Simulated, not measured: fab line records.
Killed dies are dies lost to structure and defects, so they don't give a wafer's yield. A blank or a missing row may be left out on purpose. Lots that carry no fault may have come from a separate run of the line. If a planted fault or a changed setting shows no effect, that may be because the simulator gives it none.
fab line records ; flow n5-finfet
[record] lots = 9; wafers = 27; last-day = 18
route steps=1938 shown BEOL_M0_SAQP@667 BEOL_M4@1111 PASSIVATION@1936
lots untouched by any fault: they come from a run of this same line in which no faults occurred
start-h: hours from the record's opening day to when the first of the lot's shown wafers began ; wait-h: hours from the lot's prior step to this one ; " as in the row above ; L1.1+2: one row covering several wafers at once ; - value missing, or start not given ; * or withheld: withheld ; < > ~ a bound
route shown NAME@n: names a module that has steps shown in the file, with the first one's number in the route ; usual: mean/standard deviation of fault-free wafers ; same: alike in all rows ; chamber/n: place in a boat ; sites: the reading at each site ; _std_site: how widely they spread, as a standard deviation ; _edge_site: outer sites' mean less inner sites' ; radius-mm: for every site, how far away it sits from the centre of the wafer ; mask NAME#n: copy n ; behind: the most recent tool/chamber to have shaped the wafer ; hold: the reason the lot was held/the length of the hold in hours/how it ended ; device: which transistor (n, p or np) failed to switch ; end of line: the same wafers' tests at the end of the route ; for a step that has no rows: nothing shown but its recipe ; killed: not the wafer's yield, but the dies lost to structure and defects at the first sort ; map: the dies of a wafer, with x for killed, . for not killed, _ for no die there
set.NAME: the setting as run; set.NAME@STEP: as run at that earlier step ; model.NAME: the simulator's own value behind a step, which no gauge read
steps of the route over a sample of lots; a table a step, a row a wafer
services: a tool's chamber out of use, with start hour (start-h, from the record's first day; less than 0 if before it), hours out, and reason
[[steps]]
[step N5_BEOL_M0_SAQP_ETCH_101]
[recipe] chemistry = CH3F/O2; target = SiNx; mask-material = SiO2; target-depth-a = 299; time-s = 42.7; pressure-mtorr = 30; source-w = 395; bias-w = 73; Ar_flow_sccm = 150; CH3F_flow_sccm = 30; O2_flow_sccm = 20; ion-energy-ev = 120
[usual] drypump-motor-current-A = 5.5/0.35; oes-product-au = 0.78/0.087; rf-vpp-V = 301/6.9; showerhead-plenum-p-Torr = 2.03/0.069; throttle-valve-pct = 16.47/0.17
lot.wafer;tool;chamber;start-h;wait-h;drypump-motor-current-A;oes-product-au;rf-hours-counter-h;rf-vpp-V;showerhead-plenum-p-Torr;throttle-valve-pct
L654.1;rie-diel-05;1;124.71;0.0;6.2;0.84;66;300;2.02;16.35
L654.2;rie-diel-05;2;124.71;0.0;5.7;0.77;136;286;1.90;16.48
L654.4;rie-diel-05;0;124.71;0.0;5.0;0.68;233;303;2.07;16.91
L656.1;rie-diel-05;2;141.64;0.0;5.7;0.76;140;286;1.90;16.48
L656.4;rie-diel-05;0;141.64;0.0;5.0;0.67;238;306;2.06;16.94
L656.6;rie-diel-05;1;141.64;0.0;6.2;0.83;-;300;2.02;16.38
L659.3;rie-diel-02;1;159.09;0.0;6.0;0.88;41;298;2.04;16.66
L659.4;rie-diel-02;0;159.09;0.0;5.6;0.78;101;293;2.03;16.51
L659.6;rie-diel-02;2;159.09;0.0;5.7;0.76;-;312;2.08;16.36
L667.1;rie-diel-04;1;205.39;0.1;5.0;0.73;154;304;2.08;16.43
L667.5;rie-diel-04;3;205.39;0.1;5.3;0.67;-;302;1.96;16.69
L667.6;rie-diel-04;0;205.39;0.1;5.5;0.73;-;306;2.08;16.26
L670.2;rie-diel-04;0;226.76;0.0;5.4;0.73;207;307;2.08;16.29
L670.4;rie-diel-04;3;226.76;0.0;5.4;0.67;-;302;1.96;16.69
L670.6;rie-diel-04;0;226.76;0.0;5.5;0.73;-;307;2.08;16.26
L653.2;rie-diel-04;3;229.86;0.0;5.4;0.67;244;301;1.96;16.68
L653.3;rie-diel-04;2;229.86;0.0;5.0;0.90;24;305;2.05;16.45
L653.5;rie-diel-04;0;229.86;0.0;5.5;0.73;-;308;2.07;16.28
L671.4;rie-diel-02;3;233.99;0.0;5.7;0.90;28;292;2.14;16.32
L671.5;rie-diel-02;2;233.99;0.0;5.7;0.74;-;311;2.08;16.42
L671.6;rie-diel-02;3;233.99;0.0;5.7;0.91;-;294;2.14;16.30
L672.1;rie-diel-04;3;242.65;0.0;5.4;0.66;249;303;1.96;16.69
L672.3;rie-diel-04;2;242.65;0.0;5.0;0.89;28;305;2.05;16.48
L672.6;rie-diel-04;0;242.65;0.0;5.4;0.73;-;306;2.07;16.31
L674.1;rie-diel-04;0;246.80;0.0;5.4;0.73;213;306;2.07;16.29
L674.3;rie-diel-04;2;246.80;0.0;4.9;0.90;29;305;2.05;16.47
L674.6;rie-diel-04;0;246.80;0.0;5.4;0.74;-;306;2.07;16.27
[step N5_BEOL_M0_SAQP_ETCH_107]
[recipe] chemistry = CH3F/O2; target = SiNx; target-depth-a = 300; mask-material = SOC; pressure-mtorr = 30; source-w = 395; bias-w = 73; Ar_flow_sccm = 150; CH3F_flow_sccm = 30; O2_flow_sccm = 20; ion-energy-ev = 120
[usual] drypump-motor-current-A = 5.4/0.37; oes-product-au = 0.77/0.083; rf-vpp-V = 301/6.6; showerhead-plenum-p-Torr = 2.03/0.067; throttle-valve-pct = 16.47/0.17
lot.wafer;tool;chamber;start-h;wait-h;drypump-motor-current-A;oes-product-au;rf-hours-counter-h;rf-vpp-V;showerhead-plenum-p-Torr;throttle-valve-pct
L654.1;rie-diel-04;3;125.43;0.0;5.4;0.68;210;303;1.97;16.63
L654.2;rie-diel-04;1;125.43;0.0;5.0;0.75;128;303;2.09;16.39
L654.4;rie-diel-04;0;125.43;0.0;5.5;0.74;172;307;2.09;16.21
L656.1;rie-diel-05;3;142.37;0.0;5.4;0.76;161;299;1.94;16.44
L656.4;rie-diel-05;1;142.37;0.0;6.2;0.83;71;300;2.02;16.37
L656.6;rie-diel-05;0;142.37;0.0;5.0;0.67;-;304;2.06;16.94
L659.3;rie-diel-05;1;159.82;0.0;6.2;0.83;76;301;2.02;16.37
L659.4;rie-diel-05;3;159.82;0.0;5.4;0.76;166;299;1.93;16.45
L659.6;rie-diel-05;1;159.82;0.0;6.2;0.82;-;301;2.02;16.39
L667.1;rie-diel-04;0;206.48;0.0;5.5;0.74;198;307;2.08;16.26
L667.5;rie-diel-04;1;206.48;0.0;5.0;0.73;-;303;2.08;16.45
L667.6;rie-diel-04;0;206.48;0.0;5.5;0.74;-;308;2.08;16.26
L670.2;rie-diel-05;0;227.48;0.0;5.0;0.95;7;306;2.06;16.54
L670.4;rie-diel-05;2;227.48;0.0;5.7;0.72;171;283;1.89;16.52
L670.6;rie-diel-05;1;227.48;0.0;6.1;0.79;-;299;2.01;16.44
L653.2;rie-diel-05;3;230.59;0.0;5.4;0.73;191;298;1.93;16.51
L653.3;rie-diel-05;0;230.59;0.0;4.9;0.95;8;306;2.06;16.53
L653.5;rie-diel-05;0;230.59;0.0;5.0;0.95;-;305;2.06;16.54
L671.4;rie-diel-02;2;234.81;0.0;5.7;0.75;170;310;2.08;16.42
L671.5;rie-diel-02;0;234.81;0.0;5.6;0.77;-;294;2.03;16.51
L671.6;rie-diel-02;3;234.81;0.0;5.7;0.90;-;293;2.14;16.31
L672.1;rie-diel-02;2;243.63;0.0;5.7;0.75;172;311;2.08;16.42
L672.3;rie-diel-02;1;243.63;0.0;6.0;0.85;62;297;2.04;16.67
L672.6;rie-diel-02;0;243.63;0.0;5.5;0.76;-;295;2.03;16.52
L674.1;rie-diel-04;3;247.52;0.0;5.4;0.66;250;302;1.96;16.71
L674.3;rie-diel-04;1;247.52;0.0;5.0;0.73;159;303;2.08;16.45
L674.6;rie-diel-04;1;247.52;0.0;5.0;0.72;-;303;2.08;16.44
[step N5_BEOL_M0_SAQP_EXPOSE_37]
[recipe] mask-id = M0_CUT1; na = 0.33; source-shape = annular; sigma-inner = 0.35; sigma-outer = 0.8; polarization = unpolarized; target-cd-nm = 30; dose-mj = 44.75
[usual] stage-msd-nm = 0.89/0.039
lot.wafer;tool;chamber;start-h;wait-h;mask;stage-msd-nm
L654.1;euv-scanner-02;0;126.60;-;M0_CUT1#0;0.93
L654.2;euv-scanner-02;0;126.60;-;M0_CUT1#0;0.93
L654.4;euv-scanner-02;0;126.60;-;M0_CUT1#0;0.94
L656.1;euv-scanner-02;0;143.69;-;M0_CUT1#0;0.93
L656.4;euv-scanner-02;0;143.69;-;M0_CUT1#0;0.93
L656.6;euv-scanner-02;0;143.69;-;M0_CUT1#0;0.94
L659.3;euv-scanner-02;0;161.13;-;M0_CUT1#0;0.93
L659.4;euv-scanner-02;0;161.13;-;M0_CUT1#0;0.93
L659.6;euv-scanner-02;0;161.13;-;M0_CUT1#0;0.93
L667.1;euv-scanner-01;0;207.74;-;M0_CUT1#0;0.86
L667.5;euv-scanner-01;0;207.74;-;M0_CUT1#0;0.86
L667.6;euv-scanner-01;0;207.74;-;M0_CUT1#0;0.85
L670.2;euv-scanner-01;0;228.78;-;M0_CUT1#0;0.86
L670.4;euv-scanner-01;0;228.78;-;M0_CUT1#0;0.85
L670.6;euv-scanner-01;0;228.78;-;M0_CUT1#0;0.86
L653.2;euv-scanner-02;0;231.93;-;M0_CUT1#0;0.93
L653.3;euv-scanner-02;0;231.93;-;M0_CUT1#0;0.93
L653.5;euv-scanner-02;0;231.93;-;M0_CUT1#0;0.92
L671.4;euv-scanner-02;0;235.99;-;M0_CUT1#0;0.93
L671.5;euv-scanner-02;0;235.99;-;M0_CUT1#0;0.93
L671.6;euv-scanner-02;0;235.99;-;M0_CUT1#0;0.92
L672.1;euv-scanner-02;0;245.18;-;M0_CUT1#0;0.92
L672.3;euv-scanner-02;0;245.18;-;M0_CUT1#0;0.92
L672.6;euv-scanner-02;0;245.18;-;M0_CUT1#0;0.92
L674.1;euv-scanner-02;0;249.09;-;M0_CUT1#0;0.92
L674.3;euv-scanner-02;0;249.09;-;M0_CUT1#0;0.92
L674.6;euv-scanner-02;0;249.09;-;M0_CUT1#0;0.92
[step N5_BEOL_M0_SAQP_CD_MEAS_40]
[recipe] target-cd-nm = 30; landing-energy-ev = 500; detector = se-inlens
[usual] cd-nm = 29.95/0.24
lot.wafer;tool;chamber;start-h;wait-h;cd-nm
L654.1;cd-sem-02;0;126.73;-;30.05
L654.2;cd-sem-02;0;126.73;-;30.23
L654.4;cd-sem-02;0;126.73;-;29.78
L656.1;cd-sem-01;0;143.82;-;22.31
L656.4;cd-sem-01;0;143.82;-;22.20
L656.6;cd-sem-01;0;143.82;-;29.91
L659.3;cd-sem-02;0;161.26;-;30.21
L659.4;cd-sem-02;0;161.26;-;21.63
L659.6;cd-sem-02;0;161.26;-;29.68
L667.1;cd-sem-03;0;207.88;-;29.88
L667.5;cd-sem-03;0;207.88;-;30.18
L667.6;cd-sem-03;0;207.88;-;29.93
L670.2;cd-sem-01;0;228.91;-;29.80
L670.4;cd-sem-01;0;228.91;-;30.21
L670.6;cd-sem-01;0;228.91;-;30.12
L653.2;cd-sem-03;0;232.05;-;29.70
L653.3;cd-sem-03;0;232.05;-;29.63
L653.5;cd-sem-03;0;232.05;-;29.78
L671.4;cd-sem-01;0;236.11;-;30.02
L671.5;cd-sem-01;0;236.11;-;29.59
L671.6;cd-sem-01;0;236.11;-;30.02
L672.1;cd-sem-02;0;245.32;-;29.94
L672.3;cd-sem-02;0;245.32;-;30.12
L672.6;cd-sem-02;0;245.32;-;30.33
L674.1;cd-sem-01;0;249.22;-;29.68
L674.3;cd-sem-01;0;249.22;-;29.63
L674.6;cd-sem-01;0;249.22;-;30.11
[step N5_BEOL_M0_SAQP_CUT_ETCH_46]
[recipe] chemistry = N2/H2; target = SOC; target-depth-a = 1350; overetch-a = 270; temp-c = 40; time-s = 202.5; ion-energy-ev = 200; mask-material = SiARC; pressure-mtorr = 30; source-w = 840; bias-w = 150; n2-flow-sccm = 200; h2-flow-sccm = 200
[usual] drypump-motor-current-A = 5.6/0.36; rf-vpp-V = 525.1/2.2; showerhead-plenum-p-Torr = 2.59/0.086; throttle-valve-pct = 17.94/0.22
lot.wafer;tool;chamber;start-h;wait-h;drypump-motor-current-A;rf-hours-counter-h;rf-vpp-V;showerhead-plenum-p-Torr;throttle-valve-pct
L654.1;rie-diel-02;2;127.18;0.0;5.7;140;526.4;2.66;17.83
L654.2;rie-diel-02;1;127.18;0.0;6.0;31;525.3;2.59;18.07
L654.4;rie-diel-02;0;127.18;0.0;5.6;-;522.9;2.58;18.00
L656.1;rie-diel-02;2;144.03;0.0;5.7;145;526.5;2.66;17.82
L656.4;rie-diel-02;3;144.03;0.0;5.7;4;527.8;2.72;17.62
L656.6;rie-diel-02;3;144.03;0.0;5.7;-;526.9;2.72;17.64
L659.3;rie-diel-04;0;161.51;0.0;5.5;184;526.6;2.64;17.69
L659.4;rie-diel-04;2;161.51;0.0;4.9;2;526.3;2.60;17.76
L659.6;rie-diel-04;2;161.51;0.0;5.0;-;527.0;2.60;17.76
L667.1;rie-diel-02;3;208.15;0.0;5.8;21;528.3;2.72;17.66
L667.5;rie-diel-02;0;208.15;0.0;5.6;-;525.7;2.57;18.03
L667.6;rie-diel-02;1;208.15;0.0;6.0;-;524.9;2.58;18.10
L670.2;rie-diel-02;3;229.11;0.0;5.7;26;529.7;2.71;17.67
L670.4;rie-diel-02;0;229.11;0.0;5.6;119;524.4;2.57;18.04
L670.6;rie-diel-02;1;229.11;0.0;6.0;-;525.0;2.58;18.13
L653.2;rie-diel-02;0;232.26;0.0;5.6;120;524.6;2.57;18.01
L653.3;rie-diel-02;3;232.26;0.0;5.7;27;528.1;2.71;17.66
L653.5;rie-diel-02;3;232.26;0.0;5.7;-;527.9;2.71;17.65
L671.4;rie-diel-04;0;236.35;0.0;5.5;211;526.3;2.63;17.72
L671.5;rie-diel-04;0;236.35;0.0;5.5;-;525.1;2.63;17.70
L671.6;rie-diel-04;1;236.35;0.0;5.0;-;524.9;2.63;17.84
L672.1;rie-diel-05;0;245.52;0.0;5.0;12;524.8;2.62;18.25
L672.3;rie-diel-05;3;245.52;0.0;5.3;196;520.9;2.41;17.73
L672.6;rie-diel-05;3;245.52;0.0;5.3;-;520.5;2.41;17.73
L674.1;rie-diel-04;1;249.43;0.0;5.0;160;527.1;2.63;17.86
L674.3;rie-diel-04;2;249.43;0.0;5.0;30;526.0;2.59;17.81
L674.6;rie-diel-04;1;249.43;0.0;5.0;-;524.5;2.63;17.85
[step N5_BEOL_M4_RC_MEAS_101]
[usual] DIBL_N = 36.1/1.6; DIBL_P = 35.7/1.8; IOFF_N = 0.159/0.027; IOFF_P = 0.21/0.03; ION_N = 673/10; ION_P = 462/7.4; SS_N = 71.4/0.56; SS_P = 73.2/0.61; VT_N = 249.7/3; VT_P = -250/3.1
lot.wafer;tool;chamber;start-h;wait-h;DIBL_N[mV/V];DIBL_P[mV/V];IOFF_N[nA/um];IOFF_P[nA/um];ION_N[uA/um];ION_P[uA/um];SS_N[mV/dec];SS_P[mV/dec];VT_N[mV];VT_P[mV]
L654.1;prober-02;0;183.10;0.0;33.5;30.8;0.133;0.20;683;480;70.9;72.1;249.5;-248
L654.2;prober-02;0;183.10;0.0;35.2;33.0;0.156;0.23;686;476;70.7;72.6;249.5;-246
L654.4;prober-02;0;183.10;0.0;37.1;34.6;0.187;0.26;677;471;72.3;73.4;245.7;-244
L656.6;prober-02;0;192.65;0.8;36.4;35.9;0.167;0.23;676;469;71.2;73.8;247.0;-247
L659.3;prober-01;0;210.14;0.3;35.6;34.9;0.137;0.18;654;451;71.5;72.7;255.4;-251
L659.6;prober-01;0;210.14;0.3;34.8;35.5;0.139;0.20;670;466;70.8;73.3;249.9;-250
L667.1;prober-02;0;255.59;0.0;36.1;36.2;0.161;0.22;682;473;72.0;72.8;248.9;-245
L667.5;prober-02;0;255.59;0.0;35.4;35.9;0.151;0.22;681;466;71.7;73.7;250.4;-246
L667.6;prober-02;0;255.59;0.0;37.2;38.5;0.198;0.26;694;471;71.3;72.9;244.0;-246
L670.2;prober-02;0;282.93;0.2;37.5;34.8;0.156;0.19;660;450;71.6;73.1;251.8;-251
L670.4;prober-02;0;282.93;0.2;34.7;31.6;0.118;0.15;643;447;71.4;72.4;254.1;-255
L670.6;prober-02;0;282.93;0.2;36.6;34.2;0.154;0.19;677;460;70.9;73.1;250.6;-256
L671.4;prober-01;0;305.14;0.5;34.9;34.5;0.122;0.17;666;455;71.1;73.3;253.6;-252
L671.5;prober-01;0;305.14;0.5;35.7;36.9;0.148;0.21;683;467;70.8;73.6;250.6;-250
L671.6;prober-01;0;305.14;0.5;36.4;37.7;0.163;0.21;683;465;71.6;73.8;250.1;-251
L653.2;prober-02;0;307.72;0.2;35.2;36.1;0.172;0.23;691;479;71.9;73.7;247.3;-247
L653.3;prober-02;0;307.72;0.2;34.6;35.4;0.143;0.23;664;471;71.3;73.3;251.2;-246
L653.5;prober-02;0;307.72;0.2;35.8;36.3;0.170;0.24;680;468;71.6;74.1;250.4;-246
L672.1;prober-01;0;309.25;0.0;37.1;36.8;0.195;0.23;678;461;71.9;72.9;247.2;-250
L672.3;prober-01;0;309.25;0.0;35.3;34.9;0.147;0.19;672;457;71.5;72.3;251.9;-253
L672.6;prober-01;0;309.25;0.0;36.2;36.0;0.178;0.22;677;463;72.2;72.4;249.4;-250
L674.1;prober-02;0;328.91;0.0;34.9;33.0;0.124;0.19;667;465;70.6;72.9;250.1;-249
L674.3;prober-02;0;328.91;0.0;40.0;39.2;0.210;0.30;684;473;71.4;75.1;246.3;-246
L674.6;prober-02;0;328.91;0.0;37.2;35.1;0.147;0.23;675;478;70.6;73.6;249.8;-248
[step N5_PASSIVATION_PROBE_49]
[usual] defect-limited-yield = 91.0/1.3; killed_at_M0_to_M3 = 33/10; killed_at_M4_up = 14/5.6; killed-at-contacts = 12/5.8; killed-at-front-end = 43/11; killed-at-other = 4.1/2.8; killed-dies = 106/15; killed-on-rim = 14/3.9; killed-open = 70/12; killed-short = 34/7.5; sort_bin_5_function = 5.3/0.88; sort_bin_6_memory = 3.3/0.64; sort-n-pass = 1074/15; sort-yield-pct = 91.0/1.3
[same] gross-dies = 1180; killed-at-back-side = 0; sort_bin_4_leakage[%] = 0; sort_bin_8_speed[%] = 0
lot.wafer;tool;chamber;start-h;wait-h;defect-limited-yield[%];killed_at_M0_to_M3;killed_at_M4_up;killed-at-contacts;killed-at-front-end;killed-at-other;killed-dies;killed-on-rim;killed-open;killed-short;sort_bin_5_function[%];sort_bin_6_memory[%];sort-n-pass;sort-yield-pct[%]
L654.1;prober-01;-;292.20;0.0;92.4;30;17;9;30;4;90;16;67;23;4.5;3.0;1090;92.4
L654.2;prober-01;-;292.25;0.1;91.4;36;10;7;43;5;101;14;68;27;5.7;2.5;1079;91.4
L654.4;prober-01;-;292.35;0.2;88.8;55;13;17;44;3;132;21;77;52;6.1;4.8;1048;88.8
L656.1;prober-01;-;298.95;0.0;0;1107;9;9;49;6;1180;152;73;30;6.1;3.6;0;0
L656.4;prober-01;-;299.10;0.2;0;1092;15;15;51;7;1180;152;77;39;6.3;3.9;0;0
L656.6;prober-01;-;299.20;0.3;90.5;30;17;14;46;5;112;16;81;29;5.3;3.9;1068;90.5
L659.3;prober-02;-;314.02;0.1;89.7;26;16;10;67;2;121;15;94;26;7.4;2.7;1059;89.7
L659.4;prober-02;-;314.07;0.2;0;1107;12;15;38;8;1180;152;62;33;6.1;3.0;0;0
L659.6;prober-02;-;314.17;0.3;92.6;19;15;10;42;1;87;10;62;24;4.6;2.6;1093;92.6
L667.1;prober-01;-;367.95;0.0;94.2;26;6;12;22;2;68;10;39;27;3.7;1.8;1112;94.2
L667.5;prober-01;-;368.15;0.2;91.9;28;11;9;38;9;95;13;57;37;4.2;3.3;1085;91.9
L667.6;prober-01;-;368.20;0.3;91.2;33;16;16;32;7;104;11;77;27;4.9;3.6;1076;91.2
L674.1;prober-01;-;426.49;0.0;88.4;45;12;14;63;3;137;24;84;45;6.4;4.3;1043;88.4
L674.3;prober-01;-;426.59;0.1;91.1;25;9;15;56;0;105;20;71;32;5.0;3.6;1075;91.1
L674.6;prober-01;-;426.74;0.3;89.2;33;15;11;66;2;127;17;98;27;6.6;3.9;1053;89.2
// killed by level:class
L654.1 BEOL_M3:geometric-particle:open=11 BEOL_M4:geometric-particle:open=10 BEOL_M2:geometric-particle:open=8 MOL_CONTACT_COAG:geometric-particle:open=8 DUMMY_GATE:geometric-particle:open=6 STI_FIN_REVEAL:geometric-particle:open=5 ILD0:geometric-particle:short=4 BEOL_M4:geometric-particle:short=4
L654.2 BEOL_M2:geometric-particle:open=10 BEOL_M3:geometric-particle:open=10 FIN_SAQP:geometric-particle:open=8 STI_FIN_REVEAL:geometric-particle:open=8 DUMMY_GATE:geometric-particle:open=5 BEOL_M4:geometric-particle:open=5 GATE_CUT:geometric-particle:short=4 MOL_CONTACT_COAG:geometric-particle:open=4
L654.4 FIN_SAQP:geometric-particle:short=12 BEOL_M0_SAQP:geometric-particle:short=11 MOL_CONTACT_COAG:geometric-particle:open=11 BEOL_M0_SAQP:geometric-particle:open=11 FIN_SAQP:geometric-particle:open=10 BEOL_M1:geometric-particle:open=7 BEOL_M3:geometric-particle:open=7 BEOL_M2:geometric-particle:open=6
L656.1 BEOL_M0_SAQP:area-expose=1077 STI_FIN_REVEAL:geometric-particle:open=10 FIN_SAQP:geometric-particle:open=9 GATE_CUT:geometric-particle:open=8 BEOL_M0_SAQP:geometric-particle:open=7 MOL_CONTACT_COAG:geometric-particle:open=6 BEOL_M3:geometric-particle:open=5 STARTING-WAFER:geometric-particle:open=5
L656.4 BEOL_M0_SAQP:area-expose=1064 MOL_CONTACT_COAG:geometric-particle:open=15 FIN_SAQP:geometric-particle:short=12 STI_FIN_REVEAL:geometric-particle:open=10 BEOL_M0_SAQP:geometric-particle:short=9 BEOL_M3:geometric-particle:open=8 GATE_CUT:geometric-particle:open=7 BEOL_M4:geometric-particle:open=7
L656.6 FIN_SAQP:geometric-particle:open=17 STI_FIN_REVEAL:geometric-particle:open=10 BEOL_M3:geometric-particle:open=10 MOL_CONTACT_COAG:geometric-particle:open=9 FIN_SAQP:geometric-particle:short=7 BEOL_M4:geometric-particle:open=6 MOL_CONTACT_COAG:geometric-particle:short=5 BEOL_M2:geometric-particle:open=5
L659.3 FIN_SAQP:geometric-particle:open=20 STI_FIN_REVEAL:geometric-particle:open=12 BEOL_M2:geometric-particle:open=10 FIN_SAQP:geometric-particle:short=7 MOL_CONTACT_COAG:geometric-particle:open=7 BEOL_M4:geometric-particle:open=7 BEOL_M1:geometric-particle:open=6 GATE_CUT:geometric-particle:open=5
L659.4 BEOL_M0_SAQP:area-expose=1084 MOL_CONTACT_COAG:geometric-particle:open=11 STI_FIN_REVEAL:geometric-particle:open=10 FIN_SAQP:geometric-particle:short=6 FIN_SAQP:geometric-particle:open=5 BEOL_M0_SAQP:geometric-particle:open=5 BEOL_M4:geometric-particle:open=5 ILD0:geometric-particle:open=4
L659.6 STI_FIN_REVEAL:geometric-particle:open=11 FIN_SAQP:geometric-particle:open=9 BEOL_M4:geometric-particle:open=9 MOL_CONTACT_COAG:geometric-particle:open=9 BEOL_M1:geometric-particle:open=7 FIN_SAQP:geometric-particle:short=4 STI_FIN_REVEAL:geometric-particle:short=4 DUMMY_GATE:geometric-particle:open=4
L667.1 BEOL_M1:geometric-particle:open=10 MOL_CONTACT_COAG:geometric-particle:open=9 FIN_SAQP:geometric-particle:short=8 BEOL_M0_SAQP:geometric-particle:short=4 BEOL_M2:geometric-particle:open=4 FIN_SAQP:geometric-particle:open=3 MOL_CONTACT_COAG:geometric-particle:short=3 BEOL_M0_SAQP:geometric-particle:open=3
L667.5 FIN_SAQP:geometric-particle:open=10 MOL_CONTACT_COAG:geometric-particle:open=8 BEOL_M3:geometric-particle:open=7 GATE_CUT:geometric-particle:short=6 BEOL_M2:geometric-particle:open=6 FIN_SAQP:geometric-particle:short=5 BEOL_M2:geometric-particle:short=5 BEOL_M0_SAQP:geometric-particle:short=5
L667.6 MOL_CONTACT_COAG:geometric-particle:open=14 BEOL_M3:geometric-particle:open=13 DUMMY_GATE:geometric-particle:open=10 BEOL_M1:geometric-particle:open=6 STI_FIN_REVEAL:geometric-particle:open=5 BEOL_M5:geometric-particle:open=5 BEOL_M0_SAQP:geometric-particle:short=4 BEOL_M2:geometric-particle:open=4
L674.1 FIN_SAQP:geometric-particle:open=14 FIN_SAQP:geometric-particle:short=12 BEOL_M3:geometric-particle:open=12 STI_FIN_REVEAL:geometric-particle:open=12 BEOL_M0_SAQP:geometric-particle:open=9 MOL_CONTACT_COAG:geometric-particle:open=9 GATE_CUT:geometric-particle:open=7 BEOL_M0_SAQP:geometric-particle:short=6
L674.3 STI_FIN_REVEAL:geometric-particle:open=13 MOL_CONTACT_COAG:geometric-particle:open=11 FIN_SAQP:geometric-particle:open=10 GATE_CUT:geometric-particle:short=8 DUMMY_GATE:geometric-particle:open=7 BEOL_M3:geometric-particle:open=6 FIN_SAQP:geometric-particle:short=4 MOL_CONTACT_COAG:geometric-particle:short=4
L674.6 STI_FIN_REVEAL:geometric-particle:open=20 FIN_SAQP:geometric-particle:open=19 MOL_CONTACT_COAG:geometric-particle:open=10 BEOL_M3:geometric-particle:open=10 BEOL_M1:geometric-particle:open=8 GATE_CUT:geometric-particle:short=7 BEOL_M5:geometric-particle:open=6 BEOL_M4:geometric-particle:open=5
[[services]]
tool;chamber;start-h;hours;kind
euv-scanner-01;-;106.95;0.1;repair
euv-scanner-02;-;107.15;1.0;pm
rie-diel-05;2;128.71;1.6;repair
rie-diel-04;2;130.35;-;clean
rie-diel-04;2;130.35;-;consumable-replace:focus-ring
rie-diel-04;2;130.35;22.3;scheduled-down
rie-diel-04;2;130.35;22.3;vent-cycle
euv-scanner-02;-;136.57;0.3;repair
rie-diel-05;-;139.60;0.4;repair
euv-scanner-01;-;145.10;1.0;pm
euv-scanner-02;-;153.84;4.6;pm
euv-scanner-02;-;163.30;1.0;pm
rie-diel-02;-;180.09;1.3;repair
euv-scanner-01;-;201.22;1.0;pm
euv-scanner-01;-;210.44;4.6;pm
rie-diel-05;1;213.02;4.7;repair
rie-diel-04;1;214.95;6.7;repair
euv-scanner-02;-;219.45;1.0;pm
rie-diel-04;1;222.61;13.5;repair
rie-diel-05;1;230.47;5.5;repair
rie-diel-02;1;230.65;2.4;repair
rie-diel-04;3;248.14;-;clean
rie-diel-04;3;248.14;-;consumable-replace:focus-ring
rie-diel-04;3;248.14;17.8;scheduled-down
[[key]]
[first-sign] step = N5_BEOL_M0_SAQP_CD_MEAS_40; reading = cd-nm; direction = down; sigmas = 33; usual = 29.95; struck = 22.04
[effect] step = N5_PASSIVATION_PROBE_49; reading = killed_at_M0_to_M3; direction = up; sigmas = 99+; usual = 33; struck = 1102
[more-kills-born-at] N5_BEOL_M0_SAQP_EXPOSE_37@euv-scanner-02 = 3225
met-at N5_BEOL_M0_SAQP_EXPOSE_37
struck-lots L656,L659
struck-wafers L656.1,L656.4,L659.4
later-rows-left-out L656.1,L656.4,L659.4
not-acting-at N5_BEOL_M0_SAQP_ETCH_101,N5_BEOL_M0_SAQP_ETCH_107,N5_BEOL_M0_SAQP_CUT_ETCH_46
onset-between 126.60 143.69
[fault] kind = process-parameter-drift; tool = euv-scanner-02; chamber = -; onset-h = 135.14; steps = N5_BEOL_M0_SAQP_EXPOSE_37; channel = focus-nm; offset = 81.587; shape = step; end-h = 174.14; scope = struck-wafers-only
// later-rows-left-out: the simulator's readings of these wafers behind a module that went badly wrong aren't trusted and aren't shown, but for the sort
